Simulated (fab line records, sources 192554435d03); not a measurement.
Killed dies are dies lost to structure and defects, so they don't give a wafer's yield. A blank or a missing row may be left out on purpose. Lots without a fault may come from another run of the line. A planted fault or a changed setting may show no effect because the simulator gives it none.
Which tool did it? | flow n5_finfet | 10 lots, 30 wafers sampled, at 4 steps of a route of 1938

WHAT THE GAUGES READ, wafer by wafer
N5_BEOL_M9_CD_MEAS_11: target cd 64.1 nm. Usual: cd_nm 64.2 nm, standard deviation 0.55.
lot  | measured     | on        | cd_nm (nm)     | flag
L573 | day 11 14:07 | cd_sem-03 | 62.7 62.7 62.4 |
L576 | day 12 02:17 | cd_sem-02 | 64.2 64.5 64.3 |
L578 | day 12 20:38 | cd_sem-03 | 63.3 63.9 62.9 |
L579 | day 13 04:56 | cd_sem-03 | 65.3 65.3 64.5 |
L582 | day 13 14:14 | cd_sem-03 | 63.3 63.8 64.0 |
L583 | day 14 06:32 | cd_sem-01 | 64.6 64.4 64.6 |
L586 | day 15 07:02 | cd_sem-02 | 64.2 64.7 63.6 |
L588 | day 15 21:09 | cd_sem-02 | 63.9 63.9 64.5 |
L591 | day 16 14:10 | cd_sem-02 | 62.7 63.7 63.2 |
L593 | day 16 22:15 | cd_sem-03 | 64.5 64.9 64.3 |

N5_BEOL_M9_INSPECT_13: inspects for defects (brightfield). Usual: raw_defect_count 421, standard deviation 79.
lot  | measured     | on                | raw_defect_count | flag
L573 | day 11 14:11 | defect_inspect-02 | 417 304 326      |
L576 | day 12 02:20 | defect_inspect-02 | 515 334 387      |
L578 | day 12 20:41 | defect_inspect-02 | 397 329 308      |
L579 | day 13 05:00 | defect_inspect-01 | 343 323 507      |
L582 | day 13 14:17 | defect_inspect-01 | 344 422 352      |
L583 | day 14 06:35 | defect_inspect-02 | 299 383 416      |
L586 | day 15 07:05 | defect_inspect-02 | 442 454 423      |
L588 | day 15 21:13 | defect_inspect-02 | 407 483 342      |
L591 | day 16 14:14 | defect_inspect-01 | 280 322 436      |
L593 | day 16 22:18 | defect_inspect-01 | 460 402 635      |

N5_BEOL_M9_CD_MEAS_28: target cd 70 nm. Usual: cd_nm 70.00 nm, standard deviation 0.23.
lot  | measured     | on        | cd_nm (nm)        | flag
L573 | day 11 15:49 | cd_sem-02 | 70.21 70.23 69.82 |
L576 | day 12 05:37 | cd_sem-01 | 69.84 69.96 70.05 |
L578 | day 12 22:43 | cd_sem-02 | 69.88 69.86 70.21 |
L579 | day 13 06:56 | cd_sem-01 | 70.10 70.11 70.18 |
L582 | day 13 15:42 | cd_sem-03 | 69.96 69.73 69.91 |
L583 | day 14 08:12 | cd_sem-03 | 69.82 70.06 70.13 |
L586 | day 15 07:57 | cd_sem-02 | 70.02 69.85 69.96 |
L588 | day 15 23:17 | cd_sem-03 | 67.35 67.70 67.57 | OFF
L591 | day 16 21:23 | cd_sem-01 | 69.89 69.70 70.02 |
L593 | day 16 23:32 | cd_sem-01 | 68.06 67.99 68.66 | OFF

WHICH TOOL RAN EACH LOT (tool, then ch and the chambers of the sampled wafers, then the start)
lot  | N5_BEOL_M9_EXPOSE_25
L573 | euv_scanner-01 ch 0, day 11 15:41
L576 | euv_scanner-01 ch 0, day 12 05:29
L578 | euv_scanner-02 ch 0, day 12 22:35
L579 | euv_scanner-01 ch 0, day 13 06:49
L582 | euv_scanner-01 ch 0, day 13 15:34
L583 | euv_scanner-01 ch 0, day 14 08:05
L586 | euv_scanner-02 ch 0, day 15 07:50
L588 | euv_scanner-01 ch 0, day 15 23:10
L591 | euv_scanner-02 ch 0, day 16 21:15
L593 | euv_scanner-01 ch 0, day 16 23:26
- N5_BEOL_M9_EXPOSE_25: exposes mask V8.

WHAT THE TOOLS THEMSELVES READ (means of the sampled wafers that have a number; where no wafer has one, the mark that the record gives instead)
N5_BEOL_M9_EXPOSE_25. Usual: exposure_dose_mJ_cm2 37.30, standard deviation 0.3.
lot  | tool           | exposure_dose_mJ_cm2 | flag
L573 | euv_scanner-01 | 37.19                |
L576 | euv_scanner-01 | 37.14                |
L578 | euv_scanner-02 | 37.25                |
L579 | euv_scanner-01 | 37.11                |
L582 | euv_scanner-01 | 37.13                |
L583 | euv_scanner-01 | 37.16                |
L586 | euv_scanner-02 | 37.33                |
L588 | euv_scanner-01 | 35.10                | OFF
L591 | euv_scanner-02 | 37.26                |
L593 | euv_scanner-01 | 35.78                | OFF

THE ANSWER, worked out from the rows above alone
Rule: a lot is off if the mean of its wafers that have a number lies more than 3 standard deviations from the usual mean. A lot without any number at a reading at which 4 lots or more have one is off too. The other lots that the step has rows for count as sound. The gauges are gone through in route order, then the tools' own readings, and for those a lot's mean is taken as printed above. The first step at which some lot is off is used, and at that step the reading that is off furthest; a lot without a number counts as furthest.
Off: L588, L593, at N5_BEOL_M9_CD_MEAS_28 (cd_nm).
A tool fits if, at a process step before that reading, it ran every lot that is off, and no sound lot after the first of them. The gauges at N5_BEOL_M9_CD_MEAS_28 aren't tried: what is off there is off at N5_BEOL_M9_EXPOSE_25 too, on other tools, and a gauge's error can't cause that. One fits: euv_scanner-01 at N5_BEOL_M9_EXPOSE_25. Its last sound lot is L583 (day 14 08:05), its first lot that is off L588 (day 15 23:10): a fault that began between those two fits.
The tool's own readings at N5_BEOL_M9_EXPOSE_25 bear it out: on the lots that are off they differ by more than 5 times the standard deviation of the sound lots' means. exposure_dose_mJ_cm2 reads 35.44 there against 37.20 on the sound lots.

WHAT THE SIMULATOR HAD PUT IN
Process parameter drift: euv_scanner-01, from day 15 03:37 on, at N5_BEOL_M9_EXPOSE_25. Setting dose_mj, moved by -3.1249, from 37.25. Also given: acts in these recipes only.
Lots struck among those shown: L588, L593. The rule above found the same.
